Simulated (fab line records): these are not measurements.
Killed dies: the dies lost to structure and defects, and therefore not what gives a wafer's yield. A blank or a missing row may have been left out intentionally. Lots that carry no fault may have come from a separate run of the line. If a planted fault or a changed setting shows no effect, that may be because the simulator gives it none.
Split-lot experiment ; flow n5 finfet ; 39 wafers read across 7 lots, on a route 1938 steps long

ABOUT THE SPLIT
At N5_SPACER0_ALD_08 (deposits SiNx, target thk 2 nm), the setting target thk a was moved away from the recipe's 20 angstrom on 15 of the 39 wafers read, by -57.8% to -22.6%. This setting was run at the recipe's value on the other wafers.

FROM THE SPLIT TO THE READING: what the file shows between them, 6 steps
- N5_SD_EPI_N_COAT_32: time 60 s, resist thk 350 nm
- N5_SD_EPI_N_SD_RECESS_17: chemistry HBr/Cl2/O2, target depth 41 nm, time 23.7 s, bt time 3 s
- N5_SD_EPI_N_STRIP_38: strips in N2/H2
- N5_SD_EPI_N_WET_ETCH_43: etches SiO2 in dHF, time 14 s, target depth 1.5 nm
- N5_SD_EPI_N_STRIP_18: strips in SPM, time 750 s
- N5_SD_EPI_N_SRD_20: time 30 s

THE READING
SiNx_of_SPACER0_ALD_08.thk nm (the simulator's own value, which no gauge read), in nm, at N5_SD_EPI_N_PRECLEAN_48 (cleans in NF3:NH3, afs cycles 2, time 20 s, sublimation time 60 s). No usual value for it is given in the file. The 24 wafers here that ran the recipe average 1.4 nm, standard deviation 0.075 nm.

wafer;tool, chamber at the split;target thk a as run, angstrom;against the recipe;SiNx_of_SPACER0_ALD_08.thk nm, nm;against lot-mates on the recipe
L075.1;ald sin-02, 2,1,0,3,3,2;20;recipe;1.4;-
L075.2;ald sin-02, 2,1,0,3,3,2;20;recipe;1.4;-
L075.3;ald sin-02, 2,1,0,3,3,2;20;recipe;1.4;-
L075.4;ald sin-02, 2,1,0,3,3,2;20;recipe;1.4;-
L075.5;ald sin-02, 2,1,0,3,3,2;20;recipe;1.4;-
L075.6;ald sin-02, 2,1,0,3,3,2;20;recipe;1.4;-
L077.1;ald sin-01, 2,1,2;20;recipe;1.4;-
L077.2;ald sin-01, 2,1,2;20;recipe;1.4;-
L077.5;ald sin-01, 2,1,2;20;recipe;1.4;-
L081.1;ald sin-04, 3,1,0;20;recipe;1.2;-
L081.3;ald sin-04, 3,1,0;20;recipe;1.2;-
L081.5;ald sin-04, 3,1,0;20;recipe;1.2;-
L081.2;ald sin-04, 0,2,1;15.49;-22.6%;0.8;-0.4
L081.4;ald sin-04, 0,2,1;15.49;-22.6%;0.8;-0.4
L081.6;ald sin-04, 0,2,1;15.49;-22.6%;0.8;-0.4
L082.1;ald sin-02, 2,1,3;20;recipe;1.4;-
L082.3;ald sin-02, 2,1,3;20;recipe;1.4;-
L082.5;ald sin-02, 2,1,3;20;recipe;1.4;-
L082.2;ald sin-02, 3,0;10.76;-46.2%;0.4;-1.0
L082.4;ald sin-02, 0;10.76;-46.2%;0.4;-1.0
L082.6;ald sin-02, 3,0;10.76;-46.2%;0.4;-1.0
L085.1;ald sin-02, 2,3,0;12.69;-36.6%;0.6;-0.8
L085.3;ald sin-02, 2,3,0;12.69;-36.6%;0.6;-0.8
L085.4;ald sin-02, 2,3,0;12.69;-36.6%;0.6;-0.8
L085.2;ald sin-02, 1,2,1;20;recipe;1.4;-
L085.5;ald sin-02, 1,2,1;20;recipe;1.4;-
L085.6;ald sin-02, 1,2,1;20;recipe;1.4;-
L087.1;ald sin-04, 0,3,3;8.434;-57.8%;0.2;-1.2
L087.4;ald sin-04, 0,3,3;8.434;-57.8%;0.2;-1.2
L087.5;ald sin-04, 0,3,3;8.434;-57.8%;0.2;-1.2
L087.2;ald sin-04, 1,2,0;20;recipe;1.4;-
L087.3;ald sin-04, 1,2,0;20;recipe;1.4;-
L087.6;ald sin-04, 1,2,0;20;recipe;1.4;-
L093.1;ald sin-01, 1,3,3;20;recipe;1.4;-
L093.3;ald sin-01, 1,3,3;20;recipe;1.4;-
L093.2;ald sin-01, 0,2,2;13.43;-32.9%;0.6;-0.7
L093.4;ald sin-01, 0,2,2;13.43;-32.9%;0.6;-0.7
L093.6;ald sin-01, 0,2,2;13.43;-32.9%;0.6;-0.7
L093.5;ald sin-01, 1,3,3;20;recipe;1.2;-
If several chambers appear in one row, that row covers several wafers at once and the file leaves open which wafer was in which chamber.

THE FIT
A straight line over all 39 wafers: SiNx_of_SPACER0_ALD_08.thk nm changes by +0.021 nm for each +1% of target thk a; r = +0.99; the points scatter about the line by 0.07 nm.
The same after taking each lot's own level away (the mean of its wafers on the recipe; 39 wafers): +0.0212 nm for each +1%; r = +1.00; scatter 0.038 nm.
According to that fit, moving target thk a by its largest amount changes the reading by 1.2 nm.
The span of the lots' own levels, 1.20 to 1.40 nm, comes to 2.7 times the standard deviation stated above.
Consequently the slope shifts little with the lot-to-lot level, the two slopes agreeing.
Check: -1.23 nm against its lot-mates is what the line predicts for one of the wafers moved furthest among these (-57.8%) when that wafer is left out of the fit. It came out at -1.2 nm against them.

THESE WAFERS: OTHER SPLITS
Note: prior to the reading, these wafers also went through further splits. Each is held against what the fit with the lots' levels taken away leaves over:
other split on the same wafers;wafers away from the commonest value;r with SiNx_of_SPACER0_ALD_08.thk nm (lot level and that fit taken away)
N5_ZERO_LAYER_DEVELOP_10 develop time s;12;+0.05
N5_FIN_CUT_CUT_ETCH_26 target depth a;12;-0.22

THE WHOLE CHAIN: every reading that the file lists as answering this split, in the file's order
step;what it does;reading;change (the file's fit);r (the file's)
N5_SPACER0_ALD_08;deposits SiNx, target thk 2 nm;SiNx_of_SPACER0_ALD_08.thk nm (the simulator's own value, which no gauge read);+0.0203 nm for each +1% of the setting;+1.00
N5_SD_EPI_N_WET_ETCH_43;etches SiO2 in dHF, time 14 s, target depth 1.5 nm;SiNx_of_SPACER0_ALD_08.thk nm (the simulator's own value, which no gauge read);+0.022 nm for each +1% of the setting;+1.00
N5_SD_EPI_N_PRECLEAN_48;cleans in NF3:NH3, afs cycles 2, time 20 s, sublimation time 60 s;SiNx_of_SPACER0_ALD_08.thk nm (the simulator's own value, which no gauge read);+0.0212 nm for each +1% of the setting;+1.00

THE FILE'S OWN FIT
SiNx_of_SPACER0_ALD_08.thk nm changes by +0.0212 nm for each +1% of target thk a, r = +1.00.
